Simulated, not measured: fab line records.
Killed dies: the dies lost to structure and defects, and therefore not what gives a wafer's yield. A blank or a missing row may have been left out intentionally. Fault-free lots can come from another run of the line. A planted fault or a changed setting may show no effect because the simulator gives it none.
Struck lot and sound lot, side by side	flow nand_harc	13 out of 1302 route steps
Sound: the wafers L731.3, L731.4, L731.6. The struck wafers were L745.1, L745.3, L745.4. The cause is named last.
For every step that has rows: the tool of each side, followed by ch and its chambers, followed by its first start. Under that, the readings that differ: sound wafers	struck wafers	difference of the means	sigmas: that difference in standard deviations of wafers without a fault.
alike: same words and numbers on both sides, and readings whose means sit less than 2 such deviations apart. not compared: any withheld reading, any reading some wafer has no value for, any bound like >300 that may hide the same value, and any number with overlapping values for which the record gives no deviation.
The two part at a step that has a row with sigmas, a row that says differs or no value, or rows on one side only. Numbers that don't overlap but have no deviation are shown without sigmas and don't part them. Lack of a reading on every wafer of one side parts them only where that side has two or more wafers.

NHARC_A_ZERO_WELL_INSPECT_17:
  sound: defect_inspect-01 at day 7 07:43; struck: defect_inspect-01 at day 13 00:59
  alike: raw_defect_count
then, 3 steps without rows for these wafers: NHARC_A_SOURCE_PLATE_PRECLEAN_00 (cleans in HF-LAST, time 60 s); NHARC_A_SOURCE_PLATE_SRD_01; NHARC_A_SOURCE_PLATE_OXIDE_02 (material SiO2, target thk 10 nm, ox time 1362 s).
NHARC_A_SOURCE_PLATE_THK_MEAS_09: measures by ellipsometry.
  sound: film_metro-01 at day 7 14:36; struck: film_metro-01 at day 13 09:57
  alike: thk_nm
then, 3 steps without rows for these wafers: NHARC_A_SOURCE_PLATE_PVD_04 (deposits WSi2, target thk 50 nm); NHARC_A_SOURCE_PLATE_CVD_03 (deposits poly-Si, target thk 200 nm, time 4000 s); NHARC_A_SOURCE_PLATE_ANNEAL_05 (time 1800 s).
NHARC_A_SOURCE_PLATE_THK_MEAS_06: measures by ellipsometry.
  sound: film_metro-02 at day 8 03:40; struck: film_metro-02 at day 14 01:43
  alike: thk_nm
NHARC_A_SOURCE_PLATE_INSPECT_08:
  sound: defect_inspect-01 at day 8 03:46; struck: defect_inspect-01 at day 14 01:47
  alike: raw_defect_count
NHARC_A_ONON_D1_DEP_00: target thk 1000 nm.
  sound on pecvd_onon-02 ch 0, day 8 03:57; struck on pecvd_onon-02 ch 0, day 14 01:50
  alike: n2_flow_sccm
NHARC_A_ONON_D1_THK_MEAS_02: measures by ellipsometry.
  sound: film_metro-02 at day 8 04:20; struck: film_metro-01 at day 14 02:33
reading	sound	struck	difference	sigmas
thk_nm (nm)	1007 1006 1007	615 612 614	-393	-33
  not compared: hold
-- break in the record here, with 16 days between the starts of the struck wafers on either side (left off in module A_ONON_D1, picked up again in module END, where the first step shown is number 1302 on the route) --
NHARC_END_SORT_01:
  only the struck wafers appear in the record here, on prober-01 ch 0 at day 30 11:50; the sound ones have no rows

== WHERE THEY PART ==
Earliest at NHARC_A_ONON_D1_THK_MEAS_02; latest, in this record, at NHARC_END_SORT_01.

WHY: whatever the simulator had introduced
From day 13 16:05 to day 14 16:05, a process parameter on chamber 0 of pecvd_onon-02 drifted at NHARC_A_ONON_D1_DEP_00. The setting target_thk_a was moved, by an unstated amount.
